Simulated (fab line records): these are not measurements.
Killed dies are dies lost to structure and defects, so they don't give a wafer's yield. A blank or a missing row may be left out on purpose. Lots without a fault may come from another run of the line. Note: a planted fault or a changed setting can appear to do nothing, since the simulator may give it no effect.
fab line records	flow nandHarc
record: lots: 5	wafers: 15	lastDay: 23
route steps=1159 shown A_CHANNEL_HOLE_D1@466
lots untouched by any fault: they come from a run of this same line in which no faults occurred
startH: start of the lot's first displayed wafer, in hours after the record's first day	waitH: time in hours since the lot's previous step	" as in the row above	L1.1+2: a single row standing in for several wafers	- no value present, or no start provided	* or withheld: withheld	< > ~ a bound
route shown NAME@n: a module of which the file shows steps, and the number in the route of the first	usual: mean/standard deviation of fault-free wafers	same: alike in all rows	chamber/n: place in a boat	sites: the reading at each site	_std_site: their standard deviation	_edge_site: mean of outer sites minus mean of inner sites	radiusMm: how far each site lies from the wafer's centre	mask NAME#n: copy n	behind: tool/chamber where the wafer was last shaped	hold: cause of the lot's hold/its duration in hours/its outcome	device: which transistor (n, p or np) failed to switch	end of line: tests run on the same wafers once the route is complete	a step without rows: its recipe alone	killed: dies lost to structure and defects at the first sort, not the wafer's yield	map: dies across one wafer; x = killed, . = not, _ = none there
set.NAME: the setting that was run; set.NAME@STEP: the one run at that earlier step	model.NAME: the simulator's own value behind a step, which no gauge read
a table for each step, a row for each wafer; lots at some steps of the route
services: a tool's chamber out of use, with start hour (startH, from the record's first day; less than 0 if before it), hours out, and reason
== steps ==
step: NHARC_A_CHANNEL_HOLE_D1_ETCH_38
recipe: targetDepthA: 390	overEtchFrac: 0.3	timeS: 65	ionEnergyEv: 80	cf4FlowSccm: 150	arFlowSccm: 0	rfW: 300	biasW: 100	chemistry: CF4
usual: drypumpMotorCurrentA: 5.6/0.43	oesProductAu: 1.000/0.0073	rfVppV: 151.0/1.2	showerheadPlenumPTorr: 1.74/0.065	throttleValvePct: 13.284/0.0094
lot.wafer	tool	chamber	startH	waitH	drypumpMotorCurrentA	oesProductAu	rfHoursCounterH	rfVppV	showerheadPlenumPTorr	throttleValvePct
L076.3	rieDiel-02	0	180.98	0.1	5.6	1.015	2	153.2	1.77	13.286
L076.4	"	1	"	"	5.5	0.994	-	151.9	1.71	13.302
L076.6	"	3	"	"	5.1	1.016	-	150.1	1.68	13.277
L088.3	rieDiel-02	2	266.40	0.1	5.5	0.996	6	152.0	1.83	13.293
L088.4	"	0	"	"	5.6	1.007	8	151.2	1.77	13.275
L088.1	"	1	"	"	5.6	1.000	8	150.8	1.70	13.288
L090.3	rieDiel-04	1	269.85	0.1	6.4	0.985	13	151.3	1.70	13.288
L090.5	"	2	"	"	5.0	0.997	-	150.9	1.71	13.295
L090.6	"	3	"	"	6.2	0.998	-	150.2	1.68	13.275
L092.3	rieDiel-12	2	270.21	0.1	5.9	1.009	3	152.9	1.89	13.299
L092.6	"	3	"	"	5.9	1.015	-	150.9	1.74	13.284
L092.5	"	1	"	"	5.6	0.997	-	151.8	1.71	13.297
L094.4	rieDiel-12	3	291.49	0.1	5.9	1.011	3	150.8	1.74	13.288
L094.2	"	1	"	"	5.6	1.005	5	150.0	1.71	13.282
L094.6	"	3	"	"	5.9	1.001	-	152.8	1.74	13.290
step: NHARC_A_CHANNEL_HOLE_D1_ETCH_39
recipe: targetDepthA: 2600	overEtchFrac: 0.3	timeS: 325	ionEnergyEv: 200	n2FlowSccm: 150	h2FlowSccm: 150	arFlowSccm: 0	rfW: 400	biasW: 150	chemistry: N2/H2
usual: drypumpMotorCurrentA: 5.7/0.43	oesProductAu: 0.999/0.0078	rfVppV: 429.7/2.3	showerheadPlenumPTorr: 2.01/0.081	throttleValvePct: 14.171/0.0095
lot.wafer	tool	chamber	startH	waitH	drypumpMotorCurrentA	oesProductAu	rfHoursCounterH	rfVppV	showerheadPlenumPTorr	throttleValvePct
L076.3	rieDiel-02	1	-	-	5.6	1.003	2	427.6	1.96	14.166
L076.4	"	1	"	"	5.5	1.005	-	429.4	1.96	14.164
L076.6	"	3	"	"	5.1	1.002	-	428.3	1.93	14.175
L088.1	rieDiel-02	1	-	-	5.6	0.988	8	427.7	1.96	14.165
L088.3	"	2	"	"	5.5	0.994	6	433.3	2.12	14.159
L088.4	"	3	"	"	5.2	0.988	7	427.0	1.93	14.162
L090.3	rieDiel-04	1	-	-	6.4	0.986	13	428.7	1.95	14.172
L090.6	"	2	"	"	5.0	0.995	-	428.5	1.97	14.177
L090.5	"	3	"	"	6.2	1.002	-	427.3	1.92	14.167
L092.3	rieDiel-12	2	-	-	5.9	0.991	3	434.7	2.20	14.182
L092.6	"	3	"	"	5.9	0.999	-	429.1	2.01	14.163
L092.5	"	1	"	"	5.6	0.993	-	429.3	1.96	14.177
L094.4	rieDiel-12	2	-	-	5.9	1.012	5	434.6	2.20	14.168
L094.2	"	3	"	"	5.9	1.002	4	431.1	2.00	14.166
L094.6	"	1	"	"	5.6	1.009	-	427.4	1.96	14.165
step: NHARC_A_CHANNEL_HOLE_D1_ETCH_34
recipe: targetDepthA: 1540	timeS: 77	cf4FlowSccm: 100	chf3FlowSccm: 30	arFlowSccm: 0	rfW: 500	biasW: 200	chemistry: CF4/CHF3
usual: drypumpMotorCurrentA: 5.6/0.43	oesProductAu: 0.947/0.024	rfVppV: 369.9/2.2	showerheadPlenumPTorr: 1.56/0.06	throttleValvePct: 16.803/0.0081
lot.wafer	tool	chamber	startH	waitH	drypumpMotorCurrentA	oesProductAu	rfHoursCounterH	rfVppV	showerheadPlenumPTorr	throttleValvePct
L076.3	rieDiel-02	3	-	-	5.2	0.964	1	366.3	1.49	16.808
L076.6	"	0	"	"	5.6	0.976	-	370.0	1.58	16.811
L076.4	"	1	"	"	5.6	0.965	-	369.0	1.52	16.789
L088.3	rieDiel-02	2	-	-	5.4	0.934	6	373.4	1.63	16.787
L088.1	"	3	"	"	5.1	0.932	7	366.7	1.49	16.796
L088.4	"	0	"	"	5.6	0.940	8	370.4	1.57	16.798
L090.3	rieDiel-04	1	-	-	6.4	0.915	13	366.9	1.51	16.807
L090.5	"	1	"	"	6.4	0.913	-	367.9	1.51	16.796
L090.6	"	2	"	"	4.9	0.934	-	369.2	1.52	16.810
L092.3	rieDiel-12	1	-	-	5.6	0.923	3	367.8	1.52	16.793
L092.6	"	3	"	"	5.8	0.927	-	369.9	1.55	16.799
L092.5	"	1	"	"	5.6	0.920	-	368.3	1.52	16.794
L094.2	rieDiel-12	0	-	-	6.2	0.953	3	371.3	1.58	16.797
L094.4	"	1	"	"	5.6	0.935	5	368.5	1.52	16.805
L094.6	"	0	"	"	6.2	0.960	-	371.2	1.58	16.804
step: NHARC_A_CHANNEL_HOLE_D1_ETCH_16
recipe: targetDepthA: 31000	overEtchFrac: 0.3	timeS: 806	ionEnergyEv: 150	o2FlowSccm: 400	cosFlowSccm: 20	arFlowSccm: 0	rfW: 500	biasW: 300	chemistry: O2/COS
usual: drypumpMotorCurrentA: 5.6/0.43	oesProductAu: 1.000/0.0073	rfVppV: 313.7/1.8	showerheadPlenumPTorr: 3.09/0.12	throttleValvePct: 28.329/0.0094
lot.wafer	tool	chamber	startH	waitH	drypumpMotorCurrentA	oesProductAu	rfHoursCounterH	rfVppV	showerheadPlenumPTorr	throttleValvePct
L076.3	rieDiel-02	3	-	-	5.1	1.005	1	311.6	2.97	28.329
L076.6	"	3	"	"	5.1	1.001	-	311.9	2.97	28.311
L076.4	"	0	"	"	5.6	1.019	-	313.7	3.13	28.336
L088.1	rieDiel-02	3	-	-	5.2	0.998	7	313.4	2.96	28.341
L088.3	"	1	"	"	5.6	1.002	9	311.9	3.01	28.316
L088.4	"	2	"	"	5.5	1.002	6	316.8	3.24	28.336
L090.3	rieDiel-04	1	-	-	6.4	0.989	13	312.3	2.99	28.338
L090.5	"	3	"	"	6.2	0.996	-	311.2	2.96	28.322
L090.6	"	0	"	"	5.1	1.000	-	314.2	3.17	28.343
L092.3	rieDiel-12	2	-	-	5.9	1.004	3	317.2	3.35	28.322
L092.5	"	2	"	"	5.9	1.008	-	317.9	3.35	28.327
L092.6	"	3	"	"	5.9	1.004	-	312.6	3.07	28.323
L094.2	rieDiel-12	0	-	-	6.1	1.013	3	314.6	3.14	28.355
L094.4	"	1	"	"	5.6	1.000	5	312.3	3.01	28.338
L094.6	"	2	"	"	5.9	1.012	-	317.0	3.35	28.321
step: NHARC_A_CHANNEL_HOLE_D1_CD_MEAS_18
usual: cdNm: 99.2/1.5
lot.wafer	tool	chamber	startH	waitH	cdNm
L076.3	cdSem-01	-	182.18	-	98.0
L076.4	"	-	"	"	97.3
L076.6	"	-	"	"	98.9
L088.1	cdSem-01	-	267.43	-	98.5
L088.3	"	-	"	"	98.8
L088.4	"	-	"	"	99.0
L090.3	cdSem-02	-	270.87	-	96.7
L090.5	"	-	"	"	98.3
L090.6	"	-	"	"	98.9
L092.3	cdSem-02	-	271.43	-	100.8
L092.5	"	-	"	"	99.3
L092.6	"	-	"	"	100.0
L094.2	cdSem-03	-	292.51	-	99.7
L094.4	"	-	"	"	102.2
L094.6	"	-	"	"	102.0
step: NHARC_A_CHANNEL_HOLE_D1_ETCH_19
recipe: biasV: 1200	sourceW: 2500	pressureMtorr: 15	timeS: 34.5	arFlowSccm: 375	c4f8FlowSccm: 28.8	o2FlowSccm: 96.2	tempC: -20	targetDepthA: *	chemistry: C4F8/O2/Ar
usual: c4f8FlowSccm: 28.80/0.09	drypumpMotorCurrentA: 5.67/0.13	showerheadPlenumPTorr: 3.78/0.099	throttleValvePct: 37.038/0.0081
lot.wafer	tool	chamber	startH	waitH	c4f8FlowSccm	drypumpMotorCurrentA	rfHoursCounterH	showerheadPlenumPTorr	throttleValvePct
L076.3	harEtch-01	0	182.30	0.1	28.87	5.47	-	3.73	37.042
L076.4	"	1	"	"	28.74	5.62	-	3.84	37.049
L076.6	"	0	"	"	28.78	5.46	-	3.73	37.027
L088.1	harEtch-01	1	267.50	0.1	28.61	5.62	214	3.82	37.054
L088.4	"	1	"	"	28.69	5.62	-	3.82	37.046
L088.3	"	0	"	"	28.84	5.48	-	3.71	37.044
L090.3	harEtch-01	1	271.69	0.8	28.85	5.62	-	3.82	37.034
L090.6	"	1	"	"	28.91	5.61	-	3.82	37.035
L090.5	"	0	"	"	28.65	5.46	-	3.71	37.043
L092.3	harEtch-02	1	272.07	0.6	28.88	5.81	-	3.89	37.041
L092.6	"	0	"	"	28.73	5.71	-	3.65	37.029
L092.5	"	1	"	"	28.85	5.81	-	3.89	37.046
L094.2	harEtch-02	1	292.59	0.1	28.81	5.82	164	3.89	37.033
L094.4	"	1	"	"	28.68	5.87	-	3.89	37.030
L094.6	"	0	"	"	28.90	5.71	-	3.64	37.042
step: NHARC_A_CHANNEL_HOLE_D1_ETCH_20
recipe: biasV: 3000	sourceW: withheld	pressureMtorr: 20	timeS: 361.9	arFlowSccm: 375	c4f8FlowSccm: 89.3	o2FlowSccm: 35.7	tempC: -20	targetDepthA: 16000	chemistry: C4F8/O2/Ar
usual: c4f8FlowSccm: 89.27/0.28	drypumpMotorCurrentA: 5.67/0.13	showerheadPlenumPTorr: 3.73/0.095	throttleValvePct: 32.153/0.0096
lot.wafer	tool	chamber	startH	waitH	c4f8FlowSccm	drypumpMotorCurrentA	rfHoursCounterH	showerheadPlenumPTorr	throttleValvePct
L076.3	harEtch-01	0	182.48	0.2	89.28	5.45	-	3.69	32.145
L076.4	"	1	"	"	88.86	5.62	-	3.80	32.143
L076.6	"	0	"	"	89.30	5.45	-	3.69	32.169
L088.1	harEtch-01	1	267.62	0.1	89.34	5.65	214	3.78	32.144
L088.4	"	1	"	"	89.22	5.63	-	3.78	32.160
L088.3	"	0	"	"	89.03	5.48	-	3.67	32.155
L090.3	harEtch-01	1	271.87	0.2	88.91	5.63	-	3.78	32.167
L090.6	"	1	"	"	88.87	5.61	-	3.77	32.165
L090.5	"	0	"	"	89.23	5.48	-	3.67	32.158
L092.3	harEtch-02	1	272.29	0.2	89.02	5.85	-	3.85	32.168
L092.6	"	0	"	"	89.41	5.72	-	3.61	32.136
L092.5	"	1	"	"	89.16	5.81	-	3.85	32.160
L094.2	harEtch-02	1	292.70	0.1	89.47	5.84	164	3.84	32.163
L094.4	"	1	"	"	89.53	5.83	-	3.84	32.151
L094.6	"	0	"	"	89.08	5.72	-	3.60	32.164
step: NHARC_A_CHANNEL_HOLE_D1_ETCH_21
recipe: biasV: 3000	sourceW: withheld	pressureMtorr: 20	timeS: 514.3	arFlowSccm: 375	c4f8FlowSccm: 89.3	o2FlowSccm: 35.7	tempC: -20	targetDepthA: 16000	chemistry: C4F8/O2/Ar
usual: c4f8FlowSccm: 89.26/0.25	drypumpMotorCurrentA: 5.67/0.13	showerheadPlenumPTorr: 3.73/0.095	throttleValvePct: 32.156/0.0092
lot.wafer	tool	chamber	startH	waitH	c4f8FlowSccm	drypumpMotorCurrentA	rfHoursCounterH	showerheadPlenumPTorr	throttleValvePct
L076.3	harEtch-01	0	182.83	0.3	89.33	5.48	-	3.69	32.159
L076.4	"	1	"	"	89.08	5.63	-	3.80	32.155
L076.6	"	0	"	"	89.49	5.47	-	3.69	32.164
L088.1	harEtch-01	1	267.92	0.3	89.23	5.62	215	3.78	32.167
L088.4	"	1	"	"	89.00	5.62	-	3.78	32.169
L088.3	"	0	"	"	88.92	5.49	-	3.67	32.166
L090.3	harEtch-01	1	272.22	0.3	89.29	5.63	-	3.77	32.165
L090.6	"	1	"	"	89.09	5.62	-	3.77	32.163
L090.5	"	0	"	"	89.47	5.47	-	3.67	32.155
L092.3	harEtch-02	1	272.66	0.3	89.10	5.84	-	3.85	32.171
L092.6	"	0	"	"	89.42	5.70	-	3.61	32.174
L092.5	"	1	"	"	88.79	5.85	-	3.85	32.155
L094.2	harEtch-02	1	293.00	0.3	89.72	5.83	165	3.84	32.141
L094.4	"	1	"	"	89.37	5.82	-	3.84	32.145
L094.6	"	0	"	"	89.17	5.73	-	3.60	32.140
step: NHARC_A_CHANNEL_HOLE_D1_ETCH_22
recipe: biasV: 3000	sourceW: withheld	pressureMtorr: 20	timeS: 666.7	arFlowSccm: 375	c4f8FlowSccm: 89.3	o2FlowSccm: 35.7	tempC: -20	targetDepthA: 16000	chemistry: C4F8/O2/Ar
usual: c4f8FlowSccm: 89.30/0.24	drypumpMotorCurrentA: 5.66/0.13	showerheadPlenumPTorr: 3.73/0.095	throttleValvePct: 32.155/0.0094
lot.wafer	tool	chamber	startH	waitH	c4f8FlowSccm	drypumpMotorCurrentA	rfHoursCounterH	showerheadPlenumPTorr	throttleValvePct
L076.3	harEtch-01	0	183.31	0.4	89.35	5.49	-	3.69	32.147
L076.4	"	1	"	"	89.14	5.62	-	3.80	32.161
L076.6	"	0	"	"	89.31	5.50	-	3.69	32.151
L088.1	harEtch-01	1	268.36	0.4	88.91	5.61	215	3.78	32.155
L088.4	"	1	"	"	89.10	5.62	-	3.78	32.158
L088.3	"	0	"	"	89.01	5.46	-	3.67	32.154
L090.3	harEtch-01	1	272.70	0.4	89.26	5.63	-	3.77	32.154
L090.6	"	1	"	"	88.91	5.63	-	3.77	32.147
L090.5	"	0	"	"	89.47	5.45	-	3.67	32.172
L092.3	harEtch-02	1	273.17	0.4	89.37	5.84	-	3.85	32.161
L092.6	"	0	"	"	89.15	5.71	-	3.61	32.159
L092.5	"	1	"	"	88.80	5.82	-	3.85	32.149
L094.2	harEtch-02	1	293.45	0.4	89.40	5.81	165	3.84	32.147
L094.4	"	1	"	"	89.52	5.82	-	3.84	32.174
L094.6	"	0	"	"	89.58	5.73	-	3.60	32.164
step: NHARC_A_CHANNEL_HOLE_D1_ETCH_23
recipe: biasV: 5000	sourceW: withheld	pressureMtorr: 20	timeS: 819	arFlowSccm: 375	c4f8FlowSccm: 89.3	o2FlowSccm: 35.7	tempC: -20	targetDepthA: 16000	chemistry: C4F8/O2/Ar
usual: c4f8FlowSccm: 89.31/0.23	drypumpMotorCurrentA: 5.66/0.13	showerheadPlenumPTorr: 3.73/0.095	throttleValvePct: 32.155/0.0087
lot.wafer	tool	chamber	startH	waitH	c4f8FlowSccm	drypumpMotorCurrentA	rfHoursCounterH	showerheadPlenumPTorr	throttleValvePct
L076.3	harEtch-01	0	183.92	0.5	89.25	5.46	-	3.69	32.156
L076.4	"	1	"	"	89.37	5.61	-	3.80	32.153
L076.6	"	0	"	"	88.90	5.44	-	3.69	32.166
L088.1	harEtch-01	1	268.92	0.5	89.18	5.62	216	3.78	32.167
L088.4	"	1	"	"	89.39	5.63	-	3.78	32.150
L088.3	"	0	"	"	89.02	5.44	-	3.67	32.147
L090.3	harEtch-01	1	273.31	0.5	89.14	5.63	-	3.77	32.157
L090.6	"	1	"	"	88.62	5.62	-	3.77	32.153
L090.5	"	0	"	"	89.29	5.47	-	3.67	32.139
L092.3	harEtch-02	1	273.81	0.5	89.37	5.79	-	3.84	32.146
L092.6	"	0	"	"	89.17	5.73	-	3.61	32.154
L092.5	"	1	"	"	89.54	5.82	-	3.84	32.143
L094.2	harEtch-02	1	294.01	0.5	89.35	5.82	166	3.84	32.154
L094.4	"	1	"	"	88.93	5.83	-	3.84	32.156
L094.6	"	0	"	"	89.35	5.73	-	3.60	32.155
step: NHARC_A_CHANNEL_HOLE_D1_ETCH_24
recipe: biasV: 5000	sourceW: withheld	pressureMtorr: 20	timeS: 906.2	arFlowSccm: 375	c4f8FlowSccm: 93.8	o2FlowSccm: 31.2	tempC: -20	targetDepthA: 15000	chemistry: C4F8/O2/Ar
usual: c4f8FlowSccm: 93.81/0.28	drypumpMotorCurrentA: 5.67/0.13	showerheadPlenumPTorr: 3.73/0.095	throttleValvePct: 32.236/0.0088
lot.wafer	tool	chamber	startH	waitH	c4f8FlowSccm	drypumpMotorCurrentA	rfHoursCounterH	showerheadPlenumPTorr	throttleValvePct
L076.3	harEtch-01	0	184.64	0.6	93.54	5.46	-	3.68	32.231
L076.4	"	1	"	"	93.98	5.65	-	3.79	32.233
L076.6	"	0	"	"	93.86	5.44	-	3.68	32.217
L088.1	harEtch-01	1	269.61	0.6	94.34	5.62	216	3.77	32.251
L088.4	"	1	"	"	94.11	5.62	-	3.77	32.223
L088.3	"	0	"	"	93.35	5.44	-	3.66	32.241
L090.3	harEtch-01	1	274.02	0.6	93.47	5.62	-	3.77	32.233
L090.6	"	1	"	"	93.79	5.62	-	3.77	32.238
L090.5	"	0	"	"	93.72	5.47	-	3.66	32.238
L092.3	harEtch-02	1	274.54	0.6	93.64	5.82	-	3.84	32.236
L092.6	"	0	"	"	93.87	5.75	-	3.60	32.241
L092.5	"	1	"	"	93.89	5.82	-	3.84	32.230
L094.2	harEtch-02	1	294.69	0.6	93.94	5.84	166	3.83	32.227
L094.4	"	1	"	"	93.86	5.85	-	3.83	32.241
L094.6	"	0	"	"	93.69	5.72	-	3.60	32.238
step: NHARC_A_CHANNEL_HOLE_D1_ETCH_25
recipe: biasV: 5000	sourceW: withheld	pressureMtorr: 20	timeS: 1040.2	arFlowSccm: 375	c4f8FlowSccm: 93.8	o2FlowSccm: 31.2	tempC: -20	targetDepthA: 15000	chemistry: C4F8/O2/Ar
usual: c4f8FlowSccm: 93.85/0.28	drypumpMotorCurrentA: 5.67/0.13	showerheadPlenumPTorr: 3.73/0.095	throttleValvePct: 32.237/0.0095
lot.wafer	tool	chamber	startH	waitH	c4f8FlowSccm	drypumpMotorCurrentA	rfHoursCounterH	showerheadPlenumPTorr	throttleValvePct
L076.3	harEtch-01	0	185.46	0.7	93.53	5.46	-	3.68	32.245
L076.4	"	1	"	"	94.11	5.64	-	3.79	32.231
L076.6	"	0	"	"	93.79	5.45	-	3.68	32.217
L088.1	harEtch-01	1	270.39	0.6	94.02	5.63	217	3.77	32.245
L088.4	"	1	"	"	93.83	5.64	-	3.77	32.239
L088.3	"	0	"	"	93.95	5.49	-	3.66	32.250
L090.3	harEtch-01	1	274.83	0.7	93.88	5.65	-	3.77	32.230
L090.6	"	1	"	"	93.58	5.62	-	3.77	32.233
L090.5	"	0	"	"	94.28	5.46	-	3.66	32.235
L092.3	harEtch-02	1	275.35	0.7	93.70	5.84	-	3.84	32.226
L092.6	"	0	"	"	93.89	5.73	-	3.60	32.246
L092.5	"	1	"	"	93.53	5.83	-	3.84	32.257
L094.2	harEtch-02	1	295.45	0.6	93.84	5.85	167	3.83	32.246
L094.4	"	1	"	"	94.27	5.85	-	3.83	32.230
L094.6	"	0	"	"	94.27	5.73	-	3.60	32.248
step: NHARC_A_CHANNEL_HOLE_D1_ETCH_26
recipe: biasV: 300	sourceW: 2000	pressureMtorr: 30	timeS: 224.1	arFlowSccm: 375	c4f8FlowSccm: 11.4	o2FlowSccm: 113.6	tempC: -20	targetDepthA: 3000	chemistry: C4F8/O2/Ar
usual: c4f8FlowSccm: 11.39/0.032	drypumpMotorCurrentA: 5.67/0.13	showerheadPlenumPTorr: 3.78/0.1	throttleValvePct: 24.583/0.0095
lot.wafer	tool	chamber	startH	waitH	c4f8FlowSccm	drypumpMotorCurrentA	rfHoursCounterH	showerheadPlenumPTorr	throttleValvePct
L076.3	harEtch-01	0	186.12	0.5	11.42	5.46	-	3.73	24.577
L076.4	"	1	"	"	11.39	5.62	-	3.85	24.589
L076.6	"	0	"	"	11.42	5.48	-	3.73	24.569
L088.1	harEtch-01	1	271.27	0.7	11.41	5.60	218	3.82	24.586
L088.4	"	1	"	"	11.42	5.61	-	3.82	24.577
L088.3	"	0	"	"	11.37	5.44	-	3.71	24.571
L090.3	harEtch-01	1	275.48	0.5	11.37	5.63	-	3.82	24.589
L090.6	"	1	"	"	11.41	5.63	-	3.82	24.570
L090.5	"	0	"	"	11.38	5.43	-	3.71	24.587
L092.3	harEtch-02	1	275.88	0.4	11.38	5.81	-	3.90	24.591
L092.6	"	0	"	"	11.39	5.73	-	3.65	24.577
L092.5	"	1	"	"	11.40	5.80	-	3.90	24.607
L094.2	harEtch-02	1	296.32	0.7	11.44	5.82	168	3.89	24.584
L094.4	"	1	"	"	11.42	5.81	-	3.89	24.598
L094.6	"	0	"	"	11.37	5.71	-	3.64	24.590
step: NHARC_A_CHANNEL_HOLE_D1_ETCH_33
recipe: biasV: 400	sourceW: 2000	pressureMtorr: 25	timeS: 90	arFlowSccm: 375	c4f8FlowSccm: 41.7	o2FlowSccm: 83.3	tempC: -20	targetDepthA: 4000	chemistry: C4F8/O2/Ar
usual: c4f8FlowSccm: 41.68/0.13	drypumpMotorCurrentA: 5.67/0.14	showerheadPlenumPTorr: 3.77/0.098	throttleValvePct: 27.619/0.0092
lot.wafer	tool	chamber	startH	waitH	c4f8FlowSccm	drypumpMotorCurrentA	rfHoursCounterH	showerheadPlenumPTorr	throttleValvePct
L076.3	harEtch-01	0	186.31	0.2	41.84	5.44	-	3.73	27.622
L076.4	"	1	"	"	41.61	5.63	-	3.84	27.622
L076.6	"	0	"	"	41.70	5.45	-	3.73	27.618
L088.1	harEtch-01	1	271.46	0.2	41.65	5.61	218	3.82	27.615
L088.4	"	1	"	"	41.55	5.64	-	3.82	27.613
L088.3	"	0	"	"	41.67	5.45	-	3.71	27.629
L090.3	harEtch-01	1	275.68	0.2	41.69	5.62	-	3.81	27.611
L090.6	"	1	"	"	41.84	5.63	-	3.82	27.617
L090.5	"	0	"	"	41.59	5.45	-	3.70	27.629
L092.3	harEtch-02	1	276.08	0.2	41.72	5.81	-	3.89	27.605
L092.6	"	0	"	"	41.70	5.73	-	3.64	27.618
L092.5	"	1	"	"	42.03	5.84	-	3.89	27.631
L094.2	harEtch-02	1	296.52	0.2	41.44	5.81	168	3.88	27.619
L094.4	"	1	"	"	41.35	5.83	-	3.88	27.617
L094.6	"	0	"	"	41.75	5.73	-	3.64	27.635
step: NHARC_A_CHANNEL_HOLE_D1_STRIP_41
recipe: n2FlowSccm: 150	h2FlowSccm: 150	arFlowSccm: 0	biasW: 0	chemistry: N2/H2
lot.wafer	tool	chamber	startH	waitH
L076.3+4+6	rieDiel-04	0,1,3	186.80	0.5
L088.1+3+4	rieDiel-04	3,0,2	271.99	0.5
L090.3+5+6	rieDiel-04	1,0,1	276.15	0.4
L092.3+6+5	rieDiel-12	3,1,3	276.54	0.4
L094.2+6+4	rieDiel-12	0,0,3	297.05	0.5
== services ==
tool	chamber	startH	hours	kind
rieDiel-04	2	168.41	2.5	repair
rieDiel-02	2	174.29	8.0	repair
rieDiel-12	0	181.40	-	clean
rieDiel-12	1	181.40	-	clean
rieDiel-12	2	181.40	-	clean
rieDiel-12	3	181.40	-	clean
rieDiel-12	-	202.40	9.0	pm
rieDiel-12	0	202.40	9.0	ventCycle
rieDiel-12	1	202.40	9.0	ventCycle
rieDiel-12	2	202.40	9.0	ventCycle
rieDiel-12	3	202.40	9.0	ventCycle
rieDiel-12	0	211.40	-	clean
rieDiel-12	1	211.40	-	clean
rieDiel-12	2	211.40	-	clean
rieDiel-12	0	231.48	9.0	repair
harEtch-02	-	237.66	0.1	repair
rieDiel-12	3	240.93	16.4	repair
rieDiel-12	1	242.28	2.0	repair
rieDiel-12	2	256.09	2.7	repair
rieDiel-12	0	262.43	15.7	repair
rieDiel-04	0	285.42	17.4	repair
rieDiel-04	3	287.17	7.0	repair
rieDiel-04	-	289.25	9.0	pm
rieDiel-12	2	294.41	2.8	repair
== key ==
fault none
